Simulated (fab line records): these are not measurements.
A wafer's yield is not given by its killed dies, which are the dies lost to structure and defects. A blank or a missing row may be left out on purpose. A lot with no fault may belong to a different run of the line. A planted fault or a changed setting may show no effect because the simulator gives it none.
What tool caused it? | flow nandHarc | 24 lots, 72 wafers sampled, at 6 steps of a route of 1302

## WHAT THE GAUGES SHOWED, per wafer
The record lacks any reading of a measuring or inspecting step that a usual standard deviation could be used to judge.

## EACH LOT AND THE TOOL THAT RAN IT (in order: tool; ch and the chambers of the sampled wafers; start)
lot  | NHARC_P_GATE_DESCUM_13            | NHARC_P_GATE_STRIP_101            | NHARC_P_GATE_RTA_80             | NHARC_P_GATE_RTA_82             | NHARC_P_M0_DEGAS_28         | NHARC_P_M0_PRE_CLEAN_29
L074 | rieDiel-07 ch 0,1, day 4 06:17    | rieDiel-06 ch 1,2,3, day 5 09:47  | rtpAnneal-01 ch 0, day 5 17:01  | rtpAnneal-02 ch 0, day 5 17:28  | pvdSputter-03, day 6 00:32  | pvdSputter-03, no start
L075 | rieDiel-07 ch 2,3, day 4 19:05    | rieDiel-06 ch 1,2,3, day 5 22:59  | rtpAnneal-02 ch 0, day 6 05:48  | rtpAnneal-01 ch 0, day 6 06:17  | pvdSputter-01, day 6 13:17  | pvdSputter-01, no start
L076 | rieDiel-09 ch 0,2, day 5 04:59    | rieDiel-06 ch 0,1, day 6 05:59    | rtpAnneal-02 ch 0, day 6 12:49  | rtpAnneal-01 ch 0, day 6 13:16  | pvdSputter-03, day 6 20:04  | pvdSputter-03, no start
L077 | rieDiel-06 ch 1,3, day 5 14:56    | rieDiel-07 ch 1,3, day 6 19:56    | rtpAnneal-02 ch 0, day 7 02:47  | rtpAnneal-02 ch 0, day 7 03:14  | pvdSputter-02, day 7 10:22  | pvdSputter-02, no start
L078 | rieDiel-07 ch 0,2,3, day 6 06:30  | rieDiel-06 ch 1,3, day 7 07:35    | rtpAnneal-01 ch 0, day 7 14:52  | rtpAnneal-01 ch 0, day 7 15:22  | pvdSputter-02, day 7 22:37  | pvdSputter-02, no start
L079 | rieDiel-09 ch 1,2,3, day 6 11:02  | rieDiel-06 ch 2,3, day 7 14:59    | rtpAnneal-02 ch 0, day 7 21:50  | rtpAnneal-01 ch 0, day 7 22:17  | pvdSputter-01, day 8 05:55  | pvdSputter-01, no start
L080 | rieDiel-07 ch 1,2,3, day 6 22:32  | rieDiel-07 ch 0,2,3, day 8 04:05  | rtpAnneal-02 ch 0, day 8 10:56  | rtpAnneal-01 ch 0, day 8 11:23  | pvdSputter-01, day 8 18:38  | pvdSputter-01, no start
L081 | rieDiel-09 ch 0,1,3, day 7 15:10  | rieDiel-06 ch 0,2,3, day 8 17:08  | rtpAnneal-02 ch 0, day 9 00:01  | rtpAnneal-02 ch 0, day 9 00:29  | pvdSputter-02, day 9 07:26  | pvdSputter-02, no start
L082 | rieDiel-09 ch 1,2, day 7 23:19    | rieDiel-06 ch 0,1, day 9 00:56    | rtpAnneal-02 ch 0, day 9 07:37  | rtpAnneal-01 ch 0, day 9 08:05  | pvdSputter-01, day 9 15:14  | pvdSputter-01, no start
L083 | rieDiel-07 ch 2,3, day 8 07:28    | rieDiel-07 ch 1,2, day 9 11:17    | rtpAnneal-01 ch 0, day 9 18:02  | rtpAnneal-02 ch 0, day 9 18:29  | pvdSputter-02, day 10 01:40 | pvdSputter-02, no start
L084 | rieDiel-09 ch 1,2,3, day 8 16:15  | rieDiel-09 ch 1,2,3, day 10 03:28 | rtpAnneal-01 ch 0, day 10 10:16 | rtpAnneal-02 ch 0, day 10 10:43 | pvdSputter-02, day 10 18:09 | pvdSputter-02, no start
L085 | rieDiel-07 ch 0,2, day 8 23:06    | rieDiel-06 ch 0,1,2, day 10 04:35 | rtpAnneal-01 ch 0, day 10 11:50 | rtpAnneal-02 ch 0, day 10 12:18 | pvdSputter-03, day 10 19:16 | pvdSputter-03, no start
L086 | rieDiel-09 ch 0,1,3, day 9 17:23  | rieDiel-06 ch 0,3, day 10 18:17   | rtpAnneal-02 ch 0, day 11 01:12 | rtpAnneal-01 ch 0, day 11 01:40 | pvdSputter-03, day 11 09:13 | pvdSputter-03, no start
L089 | rieDiel-07 ch 0,1, day 10 11:46   | rieDiel-09 ch 2,3, day 11 18:59   | rtpAnneal-02 ch 0, day 12 01:41 | rtpAnneal-01 ch 0, day 12 02:08 | pvdSputter-03, day 12 09:13 | pvdSputter-03, no start
L087 | rieDiel-09 ch 0,3, day 10 11:49   | rieDiel-06 ch 0,2,3, day 11 12:53 | rtpAnneal-02 ch 0, day 11 20:31 | rtpAnneal-02 ch 0, day 11 20:59 | pvdSputter-03, day 12 04:08 | pvdSputter-03, no start
L088 | rieDiel-07 ch 0,1,3, day 10 11:59 | rieDiel-07 ch 0,1,3, day 11 12:23 | rtpAnneal-01 ch 0, day 11 19:35 | rtpAnneal-01 ch 0, day 11 20:02 | pvdSputter-01, day 12 03:00 | pvdSputter-01, no start
L090 | rieDiel-06 ch 1,2, day 10 21:23   | rieDiel-06 ch 0,1,2, day 11 22:33 | rtpAnneal-01 ch 0, day 12 05:13 | rtpAnneal-02 ch 0, day 12 05:41 | pvdSputter-02, day 12 12:50 | pvdSputter-02, no start
L091 | rieDiel-09 ch 0,1,3, day 11 09:09 | rieDiel-07 ch 0,2, day 12 10:17   | rtpAnneal-01 ch 0, day 12 17:03 | rtpAnneal-02 ch 0, day 12 17:31 | pvdSputter-03, day 13 00:34 | pvdSputter-03, no start
L092 | rieDiel-06 ch 1,2,3, day 11 18:34 | rieDiel-06 ch 0,1,3, day 12 23:25 | rtpAnneal-01 ch 0, day 13 06:12 | rtpAnneal-01 ch 0, day 13 06:40 | pvdSputter-03, day 13 13:43 | pvdSputter-03, no start
L093 | rieDiel-07 ch 0,1,2, day 12 11:00 | rieDiel-06 ch 2,3, day 13 17:02   | rtpAnneal-02 ch 0, day 13 23:44 | rtpAnneal-01 ch 0, day 14 00:16 | pvdSputter-03, day 14 07:44 | pvdSputter-03, no start
L094 | rieDiel-06 ch 0,1,3, day 12 16:46 | rieDiel-06 ch 0,2,3, day 13 17:52 | rtpAnneal-02 ch 0, day 14 00:42 | rtpAnneal-01 ch 0, day 14 01:10 | pvdSputter-03, day 14 09:01 | pvdSputter-03, no start
L095 | rieDiel-07 ch 1,2,3, day 13 01:58 | rieDiel-09 ch 0,2, day 14 07:46   | rtpAnneal-02 ch 0, day 14 14:35 | rtpAnneal-02 ch 0, day 14 15:02 | pvdSputter-02, day 14 22:40 | pvdSputter-02, no start
L096 | rieDiel-09 ch 0,3, day 13 21:07   | rieDiel-06 ch 0,1,2, day 15 01:51 | rtpAnneal-01 ch 0, day 15 08:43 | rtpAnneal-02 ch 0, day 15 09:10 | pvdSputter-01, day 15 16:16 | pvdSputter-01, no start
L097 | rieDiel-09 ch 0,1,2, day 13 21:16 | rieDiel-09 ch 1,3, day 15 00:58   | rtpAnneal-02 ch 0, day 15 07:56 | rtpAnneal-02 ch 0, day 15 08:24 | pvdSputter-02, day 15 15:29 | pvdSputter-02, no start
- NHARC_P_GATE_DESCUM_13: chemistry O2, time 3 s.
- NHARC_P_GATE_STRIP_101: strips in O2, time 20 s.
- NHARC_P_GATE_RTA_80: time 30 s.
- NHARC_P_GATE_RTA_82: time 30 s.
- NHARC_P_M0_DEGAS_28: time 60 s.
- NHARC_P_M0_PRE_CLEAN_29: time 30 s.

## WHAT THE TOOLS THEMSELVES READ (means of the sampled wafers that have a number; where no wafer has one, the mark that the record gives instead)
NHARC_P_GATE_DESCUM_13. Usual: drypumpMotorCurrentA 5.5 A, standard deviation 0.35; oesProductAu 1.002 a.u., standard deviation 0.0071; rfVppV 57.8 V, standard deviation 0.92; showerheadPlenumPTorr 1.92 Torr, standard deviation 0.081; throttleValvePct 11.310 %, standard deviation 0.0094.
lot  | tool       | drypumpMotorCurrentA (A) | oesProductAu (a.u.) | rfVppV (V) | showerheadPlenumPTorr (Torr) | throttleValvePct (%) | flag
L074 | rieDiel-07 | 5.9                      | 1.002               | 58.6       | 1.99                         | 11.306               | 
L075 | rieDiel-07 | 5.6                      | 0.997               | 57.7       | 1.89                         | 11.314               | 
L076 | rieDiel-09 | 5.4                      | 1.000               | 57.3       | 1.94                         | 11.313               | 
L077 | rieDiel-06 | 5.4                      | 1.000               | 57.7       | 1.95                         | 11.308               | 
L078 | rieDiel-07 | 5.6                      | 1.005               | 57.1       | 1.90                         | 11.309               | 
L079 | rieDiel-09 | 5.3                      | 1.006               | 58.6       | 1.89                         | 11.305               | 
L080 | rieDiel-07 | 5.5                      | 1.004               | 58.0       | 1.90                         | 11.303               | 
L081 | rieDiel-09 | 5.4                      | 1.000               | 57.6       | 1.93                         | 11.309               | 
L082 | rieDiel-09 | 5.0                      | 1.003               | 58.3       | 1.94                         | 11.301               | 
L083 | rieDiel-07 | 5.3                      | 1.011               | 57.3       | 1.84                         | 11.316               | 
L084 | rieDiel-09 | 5.3                      | 0.996               | 57.3       | 1.89                         | 11.309               | 
L085 | rieDiel-07 | 5.4                      | 1.005               | 57.5       | 1.86                         | 11.309               | 
L086 | rieDiel-09 | 5.3                      | 1.005               | 57.3       | 1.92                         | 11.320               | 
L089 | rieDiel-07 | 5.8                      | 0.995               | 57.3       | 1.99                         | 11.307               | 
L087 | rieDiel-09 | 5.7                      | 1.002               | 57.8       | 1.87                         | 11.314               | 
L088 | rieDiel-07 | 5.8                      | 1.001               | 57.6       | 1.97                         | 11.308               | 
L090 | rieDiel-06 | 5.4                      | 0.998               | 58.3       | 1.87                         | 11.311               | 
L091 | rieDiel-09 | 5.4                      | 1.003               | 58.2       | 1.92                         | 11.307               | 
L092 | rieDiel-06 | 5.4                      | 0.996               | 57.6       | 1.91                         | 11.312               | 
L093 | rieDiel-07 | 5.6                      | 1.001               | 56.6       | 1.92                         | 11.300               | 
L094 | rieDiel-06 | 5.3                      | 1.000               | 57.9       | 1.93                         | 11.307               | 
L095 | rieDiel-07 | 5.6                      | 1.005               | 57.8       | 1.90                         | 11.311               | 
L096 | rieDiel-09 | 5.7                      | 0.996               | 57.5       | 1.87                         | 11.310               | 
L097 | rieDiel-09 | 5.2                      | 1.011               | 57.1       | 1.96                         | 11.304               | 

NHARC_P_GATE_STRIP_101. Usual: drypumpMotorCurrentA 5.45 A, standard deviation 0.29; oesProductAu 1.001 a.u., standard deviation 0.0072; rfVppV 57.7 V, standard deviation 1; showerheadPlenumPTorr 3.54 Torr, standard deviation 0.13; throttleValvePct 17.037 %, standard deviation 0.0088.
lot  | tool       | drypumpMotorCurrentA (A) | oesProductAu (a.u.) | rfVppV (V) | showerheadPlenumPTorr (Torr) | throttleValvePct (%) | flag
L074 | rieDiel-06 | 5.41                     | 1.001               | 58.1       | 3.52                         | 17.038               | 
L075 | rieDiel-06 | 5.42                     | 0.998               | 57.4       | 3.51                         | 17.032               | 
L076 | rieDiel-06 | 5.12                     | 0.992               | 57.5       | 3.44                         | 17.036               | 
L077 | rieDiel-07 | 5.74                     | 1.007               | 58.0       | 3.63                         | 17.036               | 
L078 | rieDiel-06 | 5.21                     | 0.992               | 57.1       | 3.47                         | 17.048               | 
L079 | rieDiel-06 | 5.60                     | 1.006               | 58.1       | 3.55                         | 17.041               | 
L080 | rieDiel-07 | 5.61                     | 1.001               | 56.5       | 3.51                         | 17.035               | 
L081 | rieDiel-06 | 5.50                     | 0.994               | 57.2       | 3.60                         | 17.036               | 
L082 | rieDiel-06 | 5.17                     | 1.001               | 58.5       | 3.53                         | 17.036               | 
L083 | rieDiel-07 | 5.33                     | 1.016               | 57.1       | 3.43                         | 17.035               | 
L084 | rieDiel-09 | 5.29                     | 0.999               | 57.8       | 3.49                         | 17.044               | 
L085 | rieDiel-06 | 5.30                     | 0.994               | 57.5       | 3.48                         | 17.039               | 
L086 | rieDiel-06 | 5.37                     | 0.999               | 57.3       | 3.64                         | 17.037               | 
L089 | rieDiel-09 | 5.45                     | 1.007               | 57.1       | 3.45                         | 17.037               | 
L087 | rieDiel-06 | 5.50                     | 0.997               | 57.8       | 3.60                         | 17.034               | 
L088 | rieDiel-07 | 5.82                     | 0.997               | 57.2       | 3.62                         | 17.025               | 
L090 | rieDiel-06 | 5.30                     | 0.998               | 57.3       | 3.48                         | 17.045               | 
L091 | rieDiel-07 | 5.64                     | 1.004               | 58.0       | 3.54                         | 17.036               | 
L092 | rieDiel-06 | 5.29                     | 1.007               | 59.0       | 3.55                         | 17.032               | 
L093 | rieDiel-06 | 5.59                     | 1.001               | 57.9       | 3.55                         | 17.033               | 
L094 | rieDiel-06 | 5.47                     | 1.003               | 58.1       | 3.59                         | 17.042               | 
L095 | rieDiel-09 | 5.48                     | 1.009               | 57.4       | 3.62                         | 17.040               | 
L096 | rieDiel-06 | 5.31                     | 1.000               | 58.7       | 3.48                         | 17.031               | 
L097 | rieDiel-09 | 5.46                     | 1.009               | 57.6       | 3.43                         | 17.030               | 

NHARC_P_GATE_RTA_80. Usual: annealTempCMax 301.48, standard deviation 0.29; wafer_temp_C_max 301.1, standard deviation 0.34.
lot  | tool         | annealTempCMax | wafer_temp_C_max | flag
L074 | rtpAnneal-01 | 301.66         | 300.9            | 
L075 | rtpAnneal-02 | 301.58         | 301.1            | 
L076 | rtpAnneal-02 | 301.43         | 301.1            | 
L077 | rtpAnneal-02 | 301.37         | 301.4            | 
L078 | rtpAnneal-01 | 301.45         | 301.1            | 
L079 | rtpAnneal-02 | 301.49         | 301.7            | 
L080 | rtpAnneal-02 | 301.54         | 301.3            | 
L081 | rtpAnneal-02 | 301.72         | 301.1            | 
L082 | rtpAnneal-02 | 301.37         | 300.9            | 
L083 | rtpAnneal-01 | 301.50         | 300.9            | 
L084 | rtpAnneal-01 | 301.53         | 301.0            | 
L085 | rtpAnneal-01 | 301.29         | 301.0            | 
L086 | rtpAnneal-02 | 301.47         | 301.4            | 
L089 | rtpAnneal-02 | 301.77         | 301.3            | 
L087 | rtpAnneal-02 | 301.09         | 301.4            | 
L088 | rtpAnneal-01 | 301.43         | 300.8            | 
L090 | rtpAnneal-01 | 302.06         | 300.9            | 
L091 | rtpAnneal-01 | 301.46         | 300.7            | 
L092 | rtpAnneal-01 | 301.31         | 301.1            | 
L093 | rtpAnneal-02 | 301.48         | 301.0            | 
L094 | rtpAnneal-02 | 301.75         | 301.4            | 
L095 | rtpAnneal-02 | 301.09         | 301.6            | 
L096 | rtpAnneal-01 | 301.72         | 301.0            | 
L097 | rtpAnneal-02 | 301.19         | 301.1            | 

NHARC_P_GATE_RTA_82. Usual: annealTempCMax 452.2, standard deviation 0.44; lampPowerPct 3.5 %, standard deviation 0.31; wafer_temp_C_max 451.7, standard deviation 0.46.
lot  | tool         | annealTempCMax | lampPowerPct (%) | wafer_temp_C_max | flag
L074 | rtpAnneal-02 | 451.8          | 3.2              | 451.9            | 
L075 | rtpAnneal-01 | 452.2          | 3.9              | 451.2            | 
L076 | rtpAnneal-01 | 452.1          | 3.9              | 451.6            | 
L077 | rtpAnneal-02 | 452.1          | 3.2              | 452.0            | 
L078 | rtpAnneal-01 | 452.6          | 3.9              | 451.3            | 
L079 | rtpAnneal-01 | 453.3          | 3.9              | 451.9            | 
L080 | rtpAnneal-01 | 452.1          | 3.9              | 451.0            | 
L081 | rtpAnneal-02 | 452.3          | 3.2              | 451.6            | 
L082 | rtpAnneal-01 | 452.1          | 3.9              | 451.5            | 
L083 | rtpAnneal-02 | 452.0          | 3.2              | 451.4            | 
L084 | rtpAnneal-02 | 451.9          | 3.2              | 451.6            | 
L085 | rtpAnneal-02 | 452.1          | 3.2              | 452.4            | 
L086 | rtpAnneal-01 | 453.1          | 3.9              | 451.3            | 
L089 | rtpAnneal-01 | 451.9          | 3.9              | 451.4            | 
L087 | rtpAnneal-02 | 452.2          | 3.2              | 451.6            | 
L088 | rtpAnneal-01 | 452.0          | 3.9              | 451.3            | 
L090 | rtpAnneal-02 | 452.3          | 3.2              | 452.0            | 
L091 | rtpAnneal-02 | 452.1          | 3.2              | 452.1            | 
L092 | rtpAnneal-01 | 452.1          | 3.9              | 451.5            | 
L093 | rtpAnneal-01 | 452.4          | 3.9              | 451.3            | 
L094 | rtpAnneal-01 | 452.1          | 3.9              | 451.3            | 
L095 | rtpAnneal-02 | 451.8          | 3.2              | 452.1            | 
L096 | rtpAnneal-02 | 452.0          | 3.2              | 451.8            | 
L097 | rtpAnneal-02 | 452.2          | 3.2              | 452.4            | 

NHARC_P_M0_DEGAS_28. Usual: heaterPowerW at 315 W, with a standard deviation of 31.
lot  | tool          | heaterPowerW (W) | flag
L074 | pvdSputter-03 | 335              | 
L075 | pvdSputter-01 | 360              | 
L076 | pvdSputter-03 | 312              | 
L077 | pvdSputter-02 | 312              | 
L078 | pvdSputter-02 | 301              | 
L079 | pvdSputter-01 | 364              | 
L080 | pvdSputter-01 | 343              | 
L081 | pvdSputter-02 | 301              | 
L082 | pvdSputter-01 | 364              | 
L083 | pvdSputter-02 | 308              | 
L084 | pvdSputter-02 | 305              | 
L085 | pvdSputter-03 | 282              | 
L086 | pvdSputter-03 | 293              | 
L089 | pvdSputter-03 | 325              | 
L087 | pvdSputter-03 | 322              | 
L088 | pvdSputter-01 | 363              | 
L090 | pvdSputter-02 | 311              | 
L091 | pvdSputter-03 | 338              | 
L092 | pvdSputter-03 | 287              | 
L093 | pvdSputter-03 | 295              | 
L094 | pvdSputter-03 | 289              | 
L095 | pvdSputter-02 | 306              | 
L096 | pvdSputter-01 | 340              | 
L097 | pvdSputter-02 | 314              | 

NHARC_P_M0_PRE_CLEAN_29. Usual: heaterPowerW at 386 W, with a standard deviation of 37.
lot  | tool          | heaterPowerW (W) | flag
L074 | pvdSputter-03 | 376              | 
L075 | pvdSputter-01 | 437              | 
L076 | pvdSputter-03 | 365              | 
L077 | pvdSputter-02 | 367              | 
L078 | pvdSputter-02 | 367              | 
L079 | pvdSputter-01 | 445              | 
L080 | pvdSputter-01 | 443              | 
L081 | pvdSputter-02 | 370              | 
L082 | pvdSputter-01 | 442              | 
L083 | pvdSputter-02 | 375              | 
L084 | pvdSputter-02 | 368              | 
L085 | pvdSputter-03 | 352              | 
L086 | pvdSputter-03 | 372              | 
L089 | pvdSputter-03 | 337              | 
L087 | pvdSputter-03 | 399              | 
L088 | pvdSputter-01 | 437              | 
L090 | pvdSputter-02 | 364              | 
L091 | pvdSputter-03 | 377              | 
L092 | pvdSputter-03 | 339              | 
L093 | pvdSputter-03 | 359              | 
L094 | pvdSputter-03 | 389              | 
L095 | pvdSputter-02 | 376              | 
L096 | pvdSputter-01 | 423              | 
L097 | pvdSputter-02 | 373              | 

## THE ANSWER, worked out from the rows above alone
Rule: lot off if the mean of its wafers having a number is beyond 3 standard deviations from the usual mean. Also off: a lot with no number at a reading for which 4 or more lots have one. Any other lot the step has rows for is counted as sound. The gauges are gone through in route order, then the tools' own readings, and for those a lot's mean is taken as printed above. At the first step where some lot is off, the reading lying furthest off is the one used; lots without a number count as furthest.
Across all readings shown, no lot is off: no conclusion can be drawn from this.

## WHAT THE SIMULATOR HAD PUT IN
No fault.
